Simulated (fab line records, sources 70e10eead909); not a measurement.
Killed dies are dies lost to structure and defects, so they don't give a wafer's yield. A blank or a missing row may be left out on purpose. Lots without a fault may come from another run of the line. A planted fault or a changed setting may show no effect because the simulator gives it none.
A struck lot beside a sound one | flow nand_harc | 13 steps out of a route of 1159
Sound: wafers L440.1, L440.3, L440.6. Struck: wafers L446.1, L446.2. The cause comes at the end.
At each step with rows: each side's tool, then ch and its chambers, then its first start. Under that, the readings that differ: sound wafers | struck wafers | difference of the means | sigmas: that difference in standard deviations of wafers without a fault.
alike: readings whose means differ by less than 2 such deviations, and words and numbers that are the same on both sides. not compared: withheld readings, readings that some wafer has no value for, bounds like >300 that may hide the same value, and numbers for which the record gives no deviation and whose values overlap.
The two part at a step that has a row with sigmas, a row that says differs or no value, or rows on one side only. Numbers that don't overlap but have no deviation are shown without sigmas and don't part them. A reading that every wafer of one side lacks parts them only if that side has two wafers or more.

NHARC_A_SOURCE_PLATE_THK_MEAS_06: measures by ellipsometry.
  sound on film_metro-01, day 8 03:36; struck on film_metro-02, day 9 23:22
  alike: thk_nm
NHARC_A_SOURCE_PLATE_INSPECT_08:
  sound on defect_inspect-02, day 8 03:40; struck on defect_inspect-02, day 9 23:28
  alike: raw_defect_count
then, 1 step without rows for these wafers: NHARC_A_ONON_D1_DEP_00 (target thk 1000 nm).
NHARC_A_ONON_D1_THK_MEAS_02: measures by ellipsometry.
  sound on film_metro-01, day 8 04:14; struck on film_metro-01, day 10 00:02
  reading     | sound       | struck    | difference | sigmas
  thk_nm (nm) | 982 984 983 | 1006 1005 | +22        | +2
then, 1 step without rows for these wafers: NHARC_A_ONON_D1_DEP_03 (target thk 1000 nm).
NHARC_A_ONON_D1_THK_MEAS_05: measures by ellipsometry.
  sound on film_metro-02, day 8 04:48; struck on film_metro-01, day 10 00:38
  alike: thk_nm
then, 1 step without rows for these wafers: NHARC_A_ONON_D1_DEP_06 (target thk 1000 nm).
NHARC_A_ONON_D1_THK_MEAS_08: measures by ellipsometry.
  sound on film_metro-02, day 8 05:22; struck on film_metro-01, day 10 01:13
  alike: thk_nm
then, 1 step without rows for these wafers: NHARC_A_ONON_D1_DEP_09 (target thk 1000 nm).
NHARC_A_ONON_D1_THK_MEAS_11: measures by ellipsometry.
  sound on film_metro-01, day 8 05:56; struck on film_metro-01, day 10 01:49
  alike: thk_nm
NHARC_A_ONON_D1_DEP_12: target thk 1000 nm.
  sound on pecvd_onon-01 ch 0, day 8 05:59; struck on pecvd_onon-03 ch 0, day 10 01:52
  alike: sih4_flow_sccm
NHARC_A_ONON_D1_THK_MEAS_14: measures by ellipsometry.
  sound on film_metro-01, day 8 06:31; struck on film_metro-02, day 10 02:23
  reading     | sound       | struck  | difference | sigmas
  thk_nm (nm) | 986 986 986 | 672 671 | -314       | -36
then, 1 step without rows for these wafers: NHARC_A_ONON_D1_ANNEAL_15 (time 3600 s).

WHERE THEY PART
First at NHARC_A_ONON_D1_THK_MEAS_02; last, within this record, at NHARC_A_ONON_D1_THK_MEAS_14.

WHY: what the simulator had put in
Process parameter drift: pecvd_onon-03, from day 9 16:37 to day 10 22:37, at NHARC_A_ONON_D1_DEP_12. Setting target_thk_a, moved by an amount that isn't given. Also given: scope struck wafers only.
